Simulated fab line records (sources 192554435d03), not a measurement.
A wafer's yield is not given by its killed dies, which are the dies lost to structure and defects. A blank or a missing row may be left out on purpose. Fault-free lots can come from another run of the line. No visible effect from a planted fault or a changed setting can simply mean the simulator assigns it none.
2 desks, one fault / flow n5 finfet / only its own numbers are on each desk; what lay behind them is given at the end

== THE TOOL OWNER'S DESK: ald metal-04 ==
The tool's own readings at N5_HKMG_FIN_ALD_71 (deposits TiN, target thk 1 nm, pulse time 1 s, purge time 3 s): means of the sampled wafers that have a number, for each lot that ran on this tool. A lot is out of limits, marked OUT, if its mean lies more than 4 standard deviations from the usual mean; the brackets give that distance.
Columns: A = heater power w at N5_HKMG_FIN_ALD_71, usual 846 W; B = precursor pulse height rel at N5_HKMG_FIN_ALD_71, usual 1.000; C = susceptor temp C at N5_HKMG_FIN_ALD_71, usual 399.98 C
lot=L973; first seen here=day 5 07:16; A=819; B=0.998; C=399.71
lot=L986; first seen here=day 8 12:34; A=774; B=0.993; C=392.85 (-30) OUT
lot=L988; first seen here=day 9 00:52; A=787; B=0.984; C=392.94 (-29) OUT
Finding of this desk: L986, L988 out of limits; the first was L986 at day 8 12:34, on susceptor temp C at N5_HKMG_FIN_ALD_71. L973: within limits.

== FROM THE METROLOGY DESK ==
What the gauges read for every lot (on any tool): the sampled wafers with a number, averaged. A lot is out of limits, marked OUT, if its mean lies more than 4 standard deviations from the usual mean; the brackets give that distance. Readings shown: 7 of its 10, picked as those furthest out on some lot.
Columns: A = DIBL_P at N5_BEOL_M4_RC_MEAS_101, usual 36.1 mV/V; B = IOFF_N at N5_BEOL_M4_RC_MEAS_101, usual 0.16 nA/um; C = IOFF_P at N5_BEOL_M4_RC_MEAS_101, usual 0.22 nA/um; D = ION_N at N5_BEOL_M4_RC_MEAS_101, usual 675 uA/um; E = ION_P at N5_BEOL_M4_RC_MEAS_101, usual 465 uA/um; F = VT_N at N5_BEOL_M4_RC_MEAS_101, usual 250 mV; G = VT_P at N5_BEOL_M4_RC_MEAS_101, usual -249 mV
lot=L973; first seen here=day 9 07:36; A=33.7; B=0.10; C=0.15; D=650; E=453; F=256; G=-254
lot=L978; first seen here=day 10 09:29; A=35.4; B=0.15; C=0.21; D=666; E=462; F=249; G=-251
lot=L986; first seen here=day 12 08:26; A=35.4; B=0.15; C=0.20; D=676; E=465; F=251; G=-251
lot=L988; first seen here=day 13 05:05; A=37.1; B=0.17; C=0.22; D=676; E=466; F=251; G=-250
lot=L990; first seen here=day 13 08:05; A=34.9; B=0.12; C=0.16; D=657; E=451; F=258; G=-256
lot=L989; first seen here=day 13 09:29; A=32.9; B=0.14; C=0.19; D=669; E=461; F=252; G=-251
This desk's verdict: no lot among the 6 shows anything out of limits.

== PUT TOGETHER ==
At day 8 12:34, on L986, L988, the tool owner's desk was in a position to raise an alarm.
Nothing out of limits was seen by the metrology desk.
The metrology desk has L986, L988 on record, within its limits.
Every lot named ran N5_HKMG_FIN_ALD_71 on ald metal-04.

== WHAT THE SIMULATOR PUT IN ==
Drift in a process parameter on ald metal-04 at N5_HKMG_FIN_ALD_71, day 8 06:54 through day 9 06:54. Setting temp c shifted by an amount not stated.
Struck lots among those shown: L986, L988.
How many hours passed from the start of the fault until each desk's first out-of-limits reading: the tool owner's desk, 6.
